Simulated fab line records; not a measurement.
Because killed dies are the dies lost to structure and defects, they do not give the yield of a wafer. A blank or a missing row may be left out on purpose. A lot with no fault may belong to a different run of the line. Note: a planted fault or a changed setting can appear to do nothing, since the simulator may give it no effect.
fab line records | flow nand-harc
[record] lots = 24 wafers = 72 last-day = 25
route steps=1159 shown A_STAIRCASE@692 A_SGD_CUT@762 A_SLIT@795
lots that met no fault: taken from a fault-free run of the same line
start-h: hours from the record's opening day to when the first of the lot's shown wafers began | wait-h: how many hours have passed since the lot's step before this one | " the same as in the row above | L1.1+2: several wafers, shown together as one row | - value missing, or start not given | * or withheld: withheld | < > ~ a bound
route shown NAME@n: NAME is a module with steps in the file, n the number in the route of the first one | usual: average and standard deviation across the fault-free wafers | same: alike in all rows | chamber/n: place in a boat | sites: each site's reading | _std_site: standard deviation across them | _edge_site: the outer-site mean with the inner-site mean subtracted | radius-mm: for every site, how far away it sits from the centre of the wafer | mask NAME#n: copy n | behind: the tool/chamber that last shaped the wafer | hold: the reason the lot was held/the length of the hold in hours/how it ended | device: names the non-switching transistor (n, p or np) | end of line: the same wafers' tests at the end of the route | for a step that has no rows: nothing shown but its recipe | killed: dies lost to structure and defects at the first sort, not the wafer's yield | map: the dies of a wafer, with x for killed, . for not killed, _ for no die there
set.NAME: the setting the step ran with; set.NAME@STEP: the setting that earlier step ran with | model.NAME: the simulator's own value behind a step, which no gauge read
the route's steps for a sample of lots (tables are steps, rows are wafers)
services: the hour from which a tool's chamber was out of use, counted from the record's first day as start-h (under 0 if before that day), plus the number of hours and why
[[steps]]
[step NHARC_A_STAIRCASE_ETCH_315]
[recipe] target-depth-a = 25000 time-s = 607.1 ion-energy-ev = 800 c4f8-flow-sccm = 80 o2-flow-sccm = 60 ar-flow-sccm = withheld rf-w = 600 bias-w = 3000 chemistry = C4F8/O2/Ar
[usual] oes-product-au = 0.928/0.012 rf-vpp-V = 1825/9.5
// columns lot.wafer tool chamber start-h wait-h oes-product-au rf-hours-counter-h rf-vpp-V
L075.3 rie-diel-06 3 - - 0.929 3 1824
L075.2 " 1 " " 0.919 3 1825
L075.1 " 2 " " 0.912 3 1824
L074.1 rie-diel-01 2 - - 0.925 49 1834
L074.6 " 1 " " 0.936 - 1823
L074.5 " 2 " " 0.933 - 1834
L079.3 rie-diel-01 1 - - 0.957 54 1821
L079.2 " 3 " " 0.935 54 1839
L079.6 " 0 " " 0.912 - 1835
L077.1 rie-diel-02 3 - - 0.938 47 1813
L077.2 " 0 " " 0.933 45 1812
L077.6 " 3 " " 0.942 - 1811
L076.3 rie-diel-01 3 - - 0.930 57 1838
L076.1 " 1 " " 0.953 56 1822
L076.5 " 2 " " 0.926 - 1834
L078.4 rie-diel-02 3 - - 0.927 51 1813
L078.3 " 0 " " 0.916 48 1811
L078.6 " 3 " " 0.920 - 1813
L081.4 rie-diel-06 2 - - 0.929 20 1823
L081.3 " 0 " " 0.918 20 1826
L081.6 " 2 " " 0.923 - 1824
L080.3 rie-diel-02 0 - - 0.937 53 1811
L080.4 " 1 " " 0.931 51 1839
L080.2 " 2 " " 0.933 53 1822
L082.1 rie-diel-02 0 - - 0.923 54 1812
L082.2 " 2 " " 0.926 53 1823
L082.5 " 0 " " 0.917 - 1812
L084.1 rie-diel-06 0 - - 0.928 26 1826
L084.6 " 2 " " 0.929 - 1824
L084.5 " 3 " " 0.949 - 1821
L083.1 rie-diel-02 2 - - 0.929 58 1821
L083.2 " 0 " " 0.920 58 1812
L083.5 " 2 " " 0.925 - 1820
L088.1 rie-diel-02 3 - - 0.922 7 1812
L088.2 " 1 " " 0.912 7 1839
L088.4 " 1 " " 0.911 - 1839
L085.2 rie-diel-06 3 - - 0.927 29 1822
L085.5 " 3 " " 0.928 - 1821
L085.6 " 0 " " 0.912 - 1825
L086.3 rie-diel-02 3 - - 0.925 8 1810
L086.1 " 0 " " 0.926 5 1811
L086.5 " 2 " " 0.921 - 1820
L087.1 rie-diel-01 0 - - 0.918 13 1833
L087.3 " 1 " " 0.924 13 1820
L087.2 " 2 " " 0.946 13 1833
L091.4 rie-diel-02 3 - - 0.929 12 1810
L091.5 " 0 " " 0.933 - 1811
L091.6 " 1 " " 0.913 - 1838
L089.3 rie-diel-02 0 - - 0.926 11 1811
L089.5 " 1 " " 0.923 - 1837
L089.6 " 2 " " 0.924 - 1819
L090.3 rie-diel-01 3 - - 0.931 20 1837
L090.1 " 1 " " 0.948 20 1820
L090.5 " 3 " " 0.931 - 1836
L092.3 rie-diel-06 2 - - 0.936 49 1822
L092.4 " 3 " " 0.939 39 1823
L092.1 " 0 " " 0.920 50 1824
L094.1 rie-diel-01 3 - - 0.920 22 1837
L094.3 " 0 " " 0.925 23 1835
L094.6 " 0 " " 0.923 - 1834
L093.1 rie-diel-01 2 - - 0.942 21 1832
L093.3 " 3 " " 0.929 23 1837
L093.4 " 1 " " 0.951 22 1820
L096.1 rie-diel-02 0 - - 0.942 16 1811
L096.3 " 1 " " 0.938 16 1838
L096.2 " 2 " " 0.941 17 1820
L095.3 rie-diel-01 1 - - 0.951 26 1820
L095.6 " 0 " " 0.934 - 1834
L095.5 " 1 " " 0.950 - 1821
L097.3 rie-diel-01 2 - - 0.944 28 1833
L097.1 " 3 " " 0.921 31 1837
L097.4 " 3 " " 0.914 - 1835
[step NHARC_A_STAIRCASE_CMP_450]
[recipe] target-thk-nm = 200 material = SiO2
[usual] edge-zone-pressure-frac = 1.000/0.005 motor-current-A = 11.5/1.3
// columns lot.wafer tool chamber start-h wait-h edge-zone-pressure-frac motor-current-A
L074.1 cmp-03 0 302.18 - 0.999 14.5
L074.5 " 1 " " 0.995 13.5
L074.6 " 2 " " 1.000 11.6
L075.3 cmp-02 1 302.42 - 0.995 10.1
L075.1 " 2 " " 1.003 10.8
L075.2 " 3 " " 1.002 10.7
L076.1 cmp-02 1 320.00 - 1.003 10.4
L076.3 " 2 " " 1.000 11.0
L076.5 " 0 " " 0.995 12.0
L079.2 cmp-04 0 320.29 - 1.004 10.1
L079.3 " 1 " " 0.995 11.4
L079.6 " 3 " " 0.999 11.2
L077.1 cmp-04 3 321.70 - 1.008 11.0
L077.2 " 1 " " 1.006 11.9
L077.6 " 2 " " 0.996 12.0
L078.4 cmp-04 2 340.95 - 1.000 12.9
L078.3 " 0 " " 1.007 9.6
L078.6 " 1 " " 1.009 11.9
L081.4 cmp-02 3 349.04 - 1.006 10.5
L081.3 " 2 " " 0.997 11.0
L081.6 " 3 " " 0.994 10.8
L080.4 cmp-04 3 358.53 - 1.004 10.7
L080.2 " 1 " " 1.004 12.0
L080.3 " 2 " " 0.999 12.9
L082.1 cmp-03 1 363.28 - 0.999 13.2
L082.2 " 2 " " 1.005 11.4
L082.5 " 0 " " 0.995 15.6
L084.1 cmp-04 2 363.52 - 1.003 12.5
L084.6 " 1 " " 1.009 11.6
L084.5 " 2 " " 1.004 11.8
L083.1 cmp-03 1 363.81 - 1.004 13.2
L083.2 " 3 " " 1.001 12.7
L083.5 " 1 " " 1.002 14.1
L088.2 cmp-04 3 398.96 - 0.996 10.9
L088.4 " 0 " " 0.994 9.8
L088.1 " 2 " " 1.001 11.7
L085.2 cmp-02 0 399.28 - 0.990 11.5
L085.5 " 2 " " 0.996 10.1
L085.6 " 3 " " 0.999 11.0
L086.1 cmp-02 3 399.79 - 0.996 10.9
L086.3 " 1 " " 1.006 10.2
L086.5 " 3 " " 0.995 10.7
L087.2 cmp-02 1 400.38 - 1.004 10.1
L087.1 " 2 " " 0.999 10.1
L087.3 " 0 " " 0.998 11.7
L089.3 cmp-04 3 408.78 - 1.001 10.4
L089.5 " 3 " " 0.994 10.4
L089.6 " 0 " " 1.005 9.7
L091.4 cmp-02 3 409.13 - 0.998 11.0
L091.5 " 2 " " 0.989 10.6
L091.6 " 3 " " 0.996 10.6
L090.3 cmp-02 0 409.42 - 1.007 12.0
L090.1 " 1 " " 0.999 10.0
L090.5 " 3 " " 1.002 10.6
L092.3 cmp-03 1 410.56 - 1.003 12.9
L092.4 " 2 " " 0.999 12.2
L092.1 " 3 " " 1.008 12.9
L093.4 cmp-03 3 427.72 - 1.005 12.7
L093.3 " 0 " " 0.998 14.9
L093.1 " 1 " " 0.994 12.0
L094.3 cmp-04 3 427.92 - 1.001 10.7
L094.1 " 2 " " 1.001 11.7
L094.6 " 3 " " 1.001 9.8
L095.3 cmp-02 1 436.18 - 1.000 10.6
L095.6 " 3 " " 0.989 10.9
L095.5 " 0 " " 0.991 12.1
L096.2 cmp-02 1 436.33 - 1.001 10.9
L096.3 " 2 " " 0.992 10.8
L096.1 " 3 " " 1.006 11.0
L097.4 cmp-02 0 442.63 - 1.015 11.9
L097.1 " 1 " " 0.995 10.4
L097.3 " 2 " " 1.002 10.5
[step NHARC_A_SGD_CUT_ETCH_58]
[recipe] target-depth-a = 390 over-etch-frac = 0.3 time-s = 65 ion-energy-ev = 80 cf4-flow-sccm = 150 ar-flow-sccm = 0 rf-w = 300 bias-w = 100 chemistry = CF4
[usual] drypump-motor-current-A = 5.8/0.48 oes-product-au = 1.002/0.0099 rf-vpp-V = 151.3/1.3 showerhead-plenum-p-Torr = 1.77/0.07 throttle-valve-pct = 13.284/0.0087
// columns lot.wafer tool chamber start-h wait-h drypump-motor-current-A oes-product-au rf-hours-counter-h rf-vpp-V showerhead-plenum-p-Torr throttle-valve-pct
L074.1 rie-diel-11 2 305.03 0.1 5.3 1.009 10 150.4 1.74 13.293
L074.6 " 2 " " 5.3 1.013 - 152.5 1.73 13.291
L074.5 " 3 " " 5.0 0.990 - 148.5 1.65 13.283
L075.1 rie-diel-05 0 305.34 0.1 6.4 1.007 9 152.1 1.82 13.281
L075.2 " 1 " " 5.6 0.991 8 151.3 1.82 13.277
L075.3 " 2 " " 6.1 0.993 10 151.6 1.85 13.270
L076.3 rie-diel-07 1 322.84 0.1 5.6 0.989 9 149.9 1.67 13.288
L076.1 " 3 " " 5.7 1.003 10 151.0 1.80 13.274
L076.5 " 1 " " 5.6 0.989 - 150.5 1.67 13.274
L079.2 rie-diel-05 2 323.13 0.1 6.1 1.007 11 151.3 1.85 13.286
L079.3 " 0 " " 6.4 1.011 10 151.3 1.82 13.274
L079.6 " 0 " " 6.4 1.002 - 151.6 1.82 13.273
L077.1 rie-diel-11 2 324.44 0.1 5.3 0.997 13 152.5 1.73 13.293
L077.2 " 3 " " 5.0 0.996 13 150.4 1.65 13.282
L077.6 " 2 " " 5.3 1.006 - 150.8 1.73 13.277
L078.3 rie-diel-07 3 343.79 0.1 5.7 1.002 12 152.2 1.80 13.283
L078.4 " 0 " " 6.0 0.992 10 151.1 1.85 13.284
L078.6 " 2 " " 6.4 0.992 - 152.2 1.73 13.285
L081.3 rie-diel-07 2 351.94 0.1 6.4 1.020 14 150.3 1.73 13.283
L081.4 " 0 " " 6.0 1.015 11 153.0 1.85 13.291
L081.6 " 3 " " 5.7 0.999 - 152.2 1.80 13.283
L080.3 rie-diel-07 0 361.40 0.1 6.0 1.010 12 152.1 1.85 13.290
L080.4 " 2 " " 6.4 1.015 15 149.0 1.73 13.305
L080.2 " 3 " " 5.7 1.009 14 150.3 1.80 13.281
L082.2 rie-diel-11 0 366.01 0.1 5.8 1.008 13 152.8 1.82 13.291
L082.1 " 1 " " 6.4 1.008 18 152.8 1.82 13.291
L082.5 " 0 " " 5.8 1.003 - 150.9 1.82 13.283
L084.1 rie-diel-05 0 366.38 0.1 6.4 1.010 1 152.4 1.82 13.277
L084.6 " 3 " " 5.0 1.004 - 150.0 1.68 13.282
L084.5 " 0 " " 6.4 1.003 - 150.9 1.82 13.276
L083.1 rie-diel-07 0 366.68 0.1 6.0 0.998 13 152.5 1.85 13.284
L083.2 " 2 " " 6.4 1.012 16 151.7 1.73 13.288
L083.5 " 3 " " 5.7 1.000 - 153.3 1.80 13.274
L088.2 rie-diel-05 0 401.76 0.1 6.4 0.988 5 151.8 1.82 13.286
L088.1 " 1 " " 5.6 0.997 5 152.3 1.82 13.288
L088.4 " 2 " " 6.1 1.002 5 151.8 1.85 13.293
L085.2 rie-diel-07 3 402.13 0.1 5.7 1.011 20 150.9 1.80 13.293
L085.6 " 2 " " 6.4 1.002 - 149.2 1.73 13.285
L085.5 " 3 " " 5.7 1.014 - 151.4 1.80 13.277
L086.1 rie-diel-11 0 402.61 0.1 5.8 1.013 2 152.0 1.82 13.284
L086.3 " 3 " " 5.0 0.995 2 149.3 1.65 13.297
L086.5 " 1 " " 6.4 1.011 - 153.0 1.81 13.298
L087.2 rie-diel-07 3 403.23 0.1 5.7 1.022 20 150.5 1.80 13.296
L087.3 " 0 " " 6.0 1.011 18 152.0 1.85 13.279
L087.1 " 2 " " 6.4 0.996 21 150.5 1.73 13.295
L089.3 rie-diel-11 1 411.55 0.1 6.4 1.005 4 152.8 1.81 13.299
L089.5 " 2 " " 5.2 0.985 - 150.4 1.73 13.282
L089.6 " 3 " " 5.0 0.998 - 151.3 1.65 13.288
L091.4 rie-diel-05 3 412.10 0.1 5.0 0.993 5 149.4 1.68 13.280
L091.5 " 1 " " 5.6 1.006 - 152.6 1.82 13.286
L091.6 " 2 " " 6.2 1.007 - 150.7 1.85 13.272
L090.1 rie-diel-11 3 412.37 0.1 5.0 0.989 4 150.4 1.65 13.298
L090.3 " 1 " " 6.3 1.010 4 152.3 1.81 13.281
L090.5 " 3 " " 5.0 0.994 - 150.2 1.65 13.297
L092.1 rie-diel-05 0 413.52 0.1 6.4 1.004 6 153.3 1.81 13.286
L092.3 " 1 " " 5.6 1.002 6 152.1 1.82 13.283
L092.4 " 3 " " 5.0 0.993 6 148.6 1.68 13.279
L093.1 rie-diel-07 1 430.63 0.1 5.6 0.992 1 149.4 1.67 13.278
L093.3 " 2 " " 6.4 0.973 1 151.0 1.73 13.274
L093.4 " 3 " " 5.7 1.003 2 149.9 1.80 13.285
L094.1 rie-diel-05 1 430.93 0.1 5.6 1.005 7 153.4 1.82 13.285
L094.3 " 2 " " 6.1 1.008 7 152.5 1.85 13.284
L094.6 " 2 " " 6.1 1.002 - 150.6 1.85 13.279
L095.3 rie-diel-11 0 439.07 0.1 5.8 1.014 6 151.3 1.82 13.304
L095.6 " 3 " " 5.0 0.991 - 148.4 1.65 13.297
L095.5 " 0 " " 5.8 1.009 - 153.5 1.82 13.284
L096.2 rie-diel-05 3 439.27 0.1 5.0 0.989 7 150.1 1.68 13.277
L096.1 " 1 " " 5.5 0.999 8 151.3 1.82 13.277
L096.3 " 2 " " 6.1 1.019 8 153.6 1.85 13.296
L097.4 rie-diel-07 1 445.49 0.1 5.6 0.996 3 150.3 1.67 13.284
L097.3 " 2 " " 6.4 0.977 3 151.0 1.73 13.277
L097.1 " 3 " " 5.7 1.009 3 151.8 1.80 13.303
[step NHARC_A_SGD_CUT_THK_MEAS_22]
[recipe] thk-meas-gauge = ellipsometry
[usual] thk-nm = 148.2/1.3
// columns lot.wafer tool chamber start-h wait-h thk-nm
L074.1 film-metro-02 - 314.83 0.2 147.3
L074.5 " - " " 149.1
L074.6 " - " " 147.8
L075.1 film-metro-02 - 314.84 0.2 150.7
L075.2 " - " " 148.1
L075.3 " - " " 148.7
L076.1 film-metro-01 - 328.79 0.2 146.9
L076.3 " - " " 146.0
L076.5 " - " " 148.3
L077.1 film-metro-02 - 328.79 0.2 147.9
L077.2 " - " " 148.5
L077.6 " - " " 149.2
L079.2 film-metro-01 - 328.80 0.2 147.3
L079.3 " - " " 147.6
L079.6 " - " " 148.7
L078.3 film-metro-01 - 349.42 0.2 149.1
L078.4 " - " " 148.8
L078.6 " - " " 147.4
L081.3 film-metro-02 - 361.08 0.2 149.8
L081.4 " - " " 150.6
L081.6 " - " " 148.1
L080.2 film-metro-01 - 368.69 0.2 147.9
L080.3 " - " " 149.5
L080.4 " - " " 146.2
L082.1 film-metro-02 - 372.57 0.2 146.9
L082.2 " - " " 149.0
L082.5 " - " " 149.3
L083.1 film-metro-01 - 372.57 0.2 148.3
L083.2 " - " " 147.7
L083.5 " - " " 149.2
L084.1 film-metro-02 - 372.57 0.2 147.7
L084.5 " - " " 147.6
L084.6 " - " " 148.1
L086.1 film-metro-01 - 407.91 0.2 147.4
L086.3 " - " " 146.3
L086.5 " - " " 148.7
L088.1 film-metro-02 - 407.91 0.2 146.2
L088.2 " - " " 149.5
L088.4 " - " " 147.8
L087.1 film-metro-01 - 408.01 0.2 147.8
L087.2 " - " " 146.9
L087.3 " - " " 150.3
L085.2 film-metro-02 - 408.06 0.2 145.5
L085.5 " - " " 146.0
L085.6 " - " " 148.2
L090.1 film-metro-02 - 417.44 0.2 149.0
L090.3 " - " " 148.9
L090.5 " - " " 149.2
L089.3 film-metro-01 - 417.44 0.2 147.5
L089.5 " - " " 150.5
L089.6 " - " " 150.1
L091.4 film-metro-02 - 417.45 0.2 150.8
L091.5 " - " " 149.6
L091.6 " - " " 148.8
L092.1 film-metro-01 - 417.59 0.2 146.9
L092.3 " - " " 148.1
L092.4 " - " " 148.1
L093.1 film-metro-02 - 436.25 0.2 149.1
L093.3 " - " " 147.4
L093.4 " - " " 146.2
L094.1 film-metro-01 - 436.25 0.2 149.4
L094.3 " - " " 148.3
L094.6 " - " " 148.3
L095.3 film-metro-01 - 444.72 0.2 147.5
L095.5 " - " " 146.2
L095.6 " - " " 147.7
L096.1 film-metro-01 - 444.73 0.2 149.4
L096.2 " - " " 149.0
L096.3 " - " " 149.0
L097.1 film-metro-01 - 451.33 0.2 149.9
L097.3 " - " " 147.6
L097.4 " - " " 146.3
[step NHARC_A_SLIT_ETCH_15]
[recipe] target-depth-a = 32000 over-etch-frac = 0.3 time-s = 832 ion-energy-ev = 150 o2-flow-sccm = 400 cos-flow-sccm = 20 ar-flow-sccm = 0 rf-w = 500 bias-w = 300 chemistry = O2/COS
[usual] cos-flow-sccm = 20.00/0.06 drypump-motor-current-A = 6.0/0.44 oes-product-au = 0.999/0.013 rf-vpp-V = 314.8/1.3 showerhead-plenum-p-Torr = 3.16/0.078 throttle-valve-pct = 28.330/0.0089
// columns lot.wafer tool chamber start-h wait-h cos-flow-sccm drypump-motor-current-A oes-product-au rf-hours-counter-h rf-vpp-V showerhead-plenum-p-Torr throttle-valve-pct
L074.1 rie-diel-10 1 - - 19.93 5.6 1.015 11 316.2 3.22 28.341
L074.5 " 2 " " 19.91 6.1 1.000 - 313.0 3.13 28.324
L074.6 " 3 " " 20.03 6.6 1.027 - 317.0 3.33 28.314
L075.2 rie-diel-04 3 - - 19.98 6.4 0.991 1 315.0 3.15 28.354
L075.3 " 0 " " 20.04 6.0 1.007 2 314.0 3.15 28.330
L075.1 " 1 " " 19.97 6.0 1.002 1 313.8 3.08 28.337
L076.1 rie-diel-04 3 - - 20.08 6.4 0.983 2 315.1 3.15 28.345
L076.3 " 0 " " 20.02 6.0 1.007 2 314.9 3.15 28.328
L076.5 " 3 " " 19.92 6.4 0.986 - 315.5 3.15 28.326
L077.1 rie-diel-09 1 - - 20.05 6.3 0.987 6 313.8 3.10 28.326
L077.2 " 2 " " 20.11 5.1 0.989 7 313.7 3.16 28.326
L077.6 " 2 " " 20.05 5.1 0.994 - 315.5 3.16 28.352
L079.3 rie-diel-10 3 - - 20.09 6.6 1.022 12 317.4 3.33 28.341
L079.2 " 1 " " 20.07 5.6 1.022 12 316.1 3.22 28.340
L079.6 " 0 " " 20.05 5.7 1.008 - 314.8 3.19 28.321
L078.3 rie-diel-09 1 - - 19.95 6.3 0.994 7 312.8 3.10 28.319
L078.4 " 2 " " 19.93 5.1 0.991 9 315.3 3.16 28.320
L078.6 " 0 " " 20.04 5.3 0.986 - 317.9 3.31 28.332
L081.3 rie-diel-04 2 - - 19.94 6.4 1.012 5 313.6 3.08 28.319
L081.4 " 0 " " 20.03 6.0 1.012 5 313.6 3.14 28.340
L081.6 " 2 " " 20.00 6.4 0.999 - 314.6 3.08 28.322
L080.2 rie-diel-04 3 - - 20.01 6.4 0.985 6 314.3 3.15 28.325
L080.4 " 0 " " 20.04 6.0 1.018 5 313.6 3.14 28.328
L080.3 " 1 " " 20.01 6.0 0.996 5 313.4 3.08 28.333
L083.2 rie-diel-04 1 - - 19.98 6.0 0.997 5 315.5 3.08 28.328
L083.1 " 2 " " 20.02 6.4 1.002 6 313.7 3.08 28.319
L083.5 " 2 " " 20.07 6.4 1.008 - 313.9 3.08 28.336
L082.1 rie-diel-10 1 - - 19.99 5.6 1.014 0 315.7 3.22 28.331
L082.2 " 2 " " 20.00 6.0 1.001 0 312.9 3.13 28.308
L082.5 " 0 " " 19.92 5.7 0.995 - 316.2 3.19 28.343
L084.1 rie-diel-09 0 - - 20.01 5.3 0.984 10 317.7 3.31 28.332
L084.5 " 2 " " 20.02 5.1 0.993 - 314.0 3.16 28.325
L084.6 " 3 " " 19.97 6.0 0.991 - 315.3 3.11 28.333
L088.2 rie-diel-09 1 - - 20.09 6.3 0.991 11 314.4 3.10 28.324
L088.1 " 3 " " 19.96 6.0 1.004 12 314.7 3.11 28.326
L088.4 " 0 " " 19.91 5.3 0.986 12 316.1 3.31 28.333
L086.3 rie-diel-10 0 - - 20.04 5.7 0.997 4 314.8 3.19 28.341
L086.1 " 3 " " 20.01 6.6 1.013 2 318.5 3.32 28.337
L086.5 " 0 " " 20.04 5.7 0.993 - 315.5 3.19 28.325
L087.2 rie-diel-09 3 - - 20.03 6.1 1.010 12 313.3 3.11 28.327
L087.3 " 1 " " 19.94 6.3 1.011 11 314.8 3.10 28.313
L087.1 " 2 " " 19.96 5.1 0.995 13 314.1 3.16 28.343
L085.2 rie-diel-04 1 - - 20.01 6.0 0.993 8 314.4 3.08 28.334
L085.5 " 1 " " 20.09 6.0 1.000 - 313.0 3.08 28.344
L085.6 " 2 " " 19.97 6.4 1.009 - 313.9 3.08 28.330
L090.3 rie-diel-10 2 - - 19.87 6.1 0.984 4 313.1 3.13 28.325
L090.1 " 0 " " 19.99 5.7 1.008 5 316.6 3.19 28.329
L090.5 " 2 " " 19.91 6.1 0.994 - 313.8 3.13 28.321
L089.3 rie-diel-04 2 - - 19.99 6.4 1.009 10 313.2 3.08 28.343
L089.6 " 1 " " 20.01 6.0 0.981 - 313.2 3.08 28.326
L089.5 " 2 " " 19.94 6.4 1.011 - 315.8 3.08 28.335
L091.4 rie-diel-09 2 - - 20.05 5.1 0.983 14 315.3 3.16 28.331
L091.6 " 3 " " 20.00 6.0 1.000 - 312.1 3.11 28.326
L091.5 " 0 " " 20.06 5.3 0.976 - 316.4 3.31 28.336
L092.3 rie-diel-04 1 - - 19.94 6.0 0.983 10 314.6 3.08 28.338
L092.1 " 2 " " 19.92 6.4 1.018 11 314.6 3.08 28.314
L092.4 " 3 " " 19.93 6.4 0.987 10 315.0 3.14 28.337
L094.1 rie-diel-10 1 - - 20.06 5.6 1.007 6 314.8 3.22 28.334
L094.3 " 2 " " 19.91 6.1 0.994 6 314.1 3.13 28.322
L094.6 " 0 " " 20.02 5.7 0.989 - 315.3 3.19 28.323
L093.1 rie-diel-09 3 - - 19.95 6.1 1.014 0 313.6 3.11 28.322
L093.3 " 0 " " 20.00 5.3 0.992 0 317.0 3.31 28.341
L093.4 " 1 " " 19.94 6.4 0.976 0 314.2 3.10 28.333
L095.3 rie-diel-09 3 - - 19.98 6.1 1.012 1 313.9 3.11 28.330
L095.6 " 1 " " 19.98 6.3 0.976 - 315.3 3.10 28.341
L095.5 " 2 " " 20.03 5.1 0.993 - 313.7 3.16 28.316
L096.1 rie-diel-10 0 - - 19.87 5.7 1.001 8 314.5 3.19 28.328
L096.3 " 1 " " 19.99 5.6 1.020 7 316.8 3.22 28.320
L096.2 " 2 " " 20.00 6.1 0.994 7 315.6 3.13 28.328
L097.1 rie-diel-04 3 - - 19.93 6.4 0.987 12 314.2 3.14 28.318
L097.4 " 0 " " 20.02 6.0 1.011 11 314.8 3.14 28.315
L097.3 " 2 " " 20.02 6.4 1.027 12 314.5 3.08 28.318
[step NHARC_A_SLIT_ETCH_26]
[recipe] bias-v = 400 source-w = 2000 pressure-mtorr = 25 time-s = 90 ar-flow-sccm = 375 c4f8-flow-sccm = 41.7 o2-flow-sccm = 83.3 target-depth-a = 4000 chemistry = C4F8/O2/Ar
[usual] drypump-motor-current-A = 5.7/0.32 showerhead-plenum-p-Torr = 3.82/0.055 throttle-valve-pct = 27.619/0.0081
// columns lot.wafer tool chamber start-h wait-h drypump-motor-current-A rf-hours-counter-h showerhead-plenum-p-Torr throttle-valve-pct
L074.1 har-etch-02 1 323.52 1.2 5.9 168 3.88 27.622
L074.5 " 1 " " 5.8 - 3.88 27.616
L074.6 " 0 " " 5.6 - 3.88 27.626
L075.1 har-etch-02 0 326.88 1.2 5.6 171 3.88 27.625
L075.2 " 1 " " 5.9 171 3.88 27.605
L075.3 " 0 " " 5.6 - 3.88 27.628
L076.1 har-etch-01 1 335.30 1.0 6.2 5 3.83 27.600
L076.3 " 1 " " 6.2 - 3.83 27.617
L076.5 " 1 " " 6.1 - 3.83 27.622
L077.1 har-etch-02 1 335.41 1.2 5.9 176 3.88 27.628
L077.2 " 0 " " 5.6 176 3.88 27.619
L077.6 " 1 " " 5.9 - 3.88 27.601
L079.2 har-etch-01 1 336.95 1.2 6.2 7 3.83 27.615
L079.3 " 0 " " 5.3 - 3.75 27.624
L079.6 " 0 " " 5.3 - 3.74 27.627
L078.4 har-etch-01 0 356.71 0.8 5.3 - 3.74 27.616
L078.3 " 1 " " 6.1 - 3.82 27.637
L078.6 " 1 " " 6.1 - 3.82 27.624
L081.3 har-etch-02 1 367.56 0.8 5.9 - 3.87 27.627
L081.4 " 0 " " 5.6 - 3.87 27.602
L081.6 " 1 " " 5.9 - 3.87 27.628
L080.2 har-etch-02 1 379.93 1.2 5.9 191 3.87 27.612
L080.3 " 1 " " 5.9 - 3.87 27.615
L080.4 " 0 " " 5.6 - 3.87 27.625
L083.2 har-etch-01 0 382.30 1.2 5.3 22 3.74 27.619
L083.1 " 1 " " 6.1 22 3.82 27.621
L083.5 " 1 " " 6.1 - 3.82 27.629
L082.2 har-etch-01 1 383.98 1.2 6.1 23 3.82 27.630
L082.1 " 0 " " 5.3 23 3.74 27.614
L082.5 " 0 " " 5.3 - 3.74 27.610
L084.1 har-etch-01 0 385.67 1.3 5.3 25 3.74 27.628
L084.5 " 0 " " 5.3 - 3.74 27.620
L084.6 " 1 " " 6.2 - 3.82 27.631
L088.2 har-etch-01 0 413.91 1.2 5.3 38 3.73 27.617
L088.1 " 1 " " 6.1 38 3.81 27.636
L088.4 " 1 " " 6.2 - 3.81 27.623
L086.1 har-etch-02 1 414.09 1.2 5.8 208 3.86 27.623
L086.3 " 1 " " 5.9 - 3.86 27.634
L086.5 " 0 " " 5.6 - 3.86 27.616
L087.1 har-etch-01 0 415.68 1.2 5.3 39 3.73 27.616
L087.2 " 1 " " 6.1 39 3.81 27.617
L087.3 " 1 " " 6.1 - 3.81 27.617
L085.2 har-etch-02 1 416.05 1.3 5.9 209 3.86 27.619
L085.5 " 1 " " 5.9 - 3.86 27.601
L085.6 " 0 " " 5.6 - 3.86 27.612
L090.1 har-etch-02 0 426.42 1.0 5.6 211 3.86 27.609
L090.3 " 0 " " 5.6 - 3.86 27.622
L090.5 " 0 " " 5.6 - 3.86 27.628
L089.3 har-etch-01 0 426.86 0.8 5.3 - 3.72 27.630
L089.5 " 0 " " 5.3 - 3.72 27.619
L089.6 " 1 " " 6.1 - 3.81 27.623
L091.4 har-etch-02 0 428.13 0.8 5.6 - 3.86 27.622
L091.5 " 0 " " 5.6 - 3.86 27.618
L091.6 " 1 " " 5.9 - 3.86 27.614
L092.1 har-etch-01 0 428.50 1.3 5.3 46 3.72 27.614
L092.3 " 0 " " 5.3 - 3.72 27.627
L092.4 " 1 " " 6.1 - 3.80 27.616
L094.1 har-etch-01 1 443.87 1.2 6.2 52 3.80 27.627
L094.3 " 0 " " 5.3 - 3.72 27.633
L094.6 " 1 " " 6.2 - 3.80 27.614
L093.1 har-etch-01 0 445.62 1.1 5.3 53 3.72 27.612
L093.4 " 1 " " 6.1 - 3.80 27.610
L093.3 " 0 " " 5.3 - 3.72 27.617
L095.3 har-etch-02 0 454.85 0.6 5.6 - 3.85 27.622
L095.5 " 1 " " 5.9 - 3.85 27.620
L095.6 " 0 " " 5.6 - 3.85 27.608
L096.1 har-etch-02 0 456.43 1.2 5.6 227 3.85 27.610
L096.2 " 1 " " 5.8 227 3.85 27.620
L096.3 " 0 " " 5.6 - 3.85 27.621
L097.1 har-etch-02 1 458.14 1.0 5.9 229 3.85 27.618
L097.3 " 0 " " 5.6 - 3.85 27.620
L097.4 " 1 " " 5.9 - 3.85 27.618
[[services]]
// columns tool chamber start-h hours kind
rie-diel-04 2 242.42 7.1 repair
rie-diel-07 0 251.03 11.9 repair
cmp-02 - 279.94 1.8 repair
rie-diel-04 - 289.14 9.0 pm
cmp-02 - 292.69 0.5 repair
har-etch-01 - 308.84 17.0 pm
rie-diel-01 - 314.80 9.0 pm
cmp-02 - 324.50 4.0 pm
rie-diel-02 - 327.70 9.0 pm
har-etch-01 - 338.76 0.4 repair
cmp-02 - 340.16 3.6 repair
rie-diel-02 0 369.04 2.8 repair
cmp-02 - 375.47 4.4 repair
rie-diel-02 1 376.46 9.8 repair
rie-diel-07 1 377.19 1.6 repair
rie-diel-02 2 382.81 3.4 repair
rie-diel-07 - 388.79 0.7 repair
rie-diel-01 0 397.52 9.4 repair
har-etch-02 - 400.65 0.7 repair
cmp-02 - 403.89 0.6 repair
rie-diel-07 - 405.20 9.0 pm
cmp-02 - 422.50 4.0 pm
cmp-02 - 452.79 9.0 repair
rie-diel-02 2 457.30 9.3 repair
[[key]]
fault none
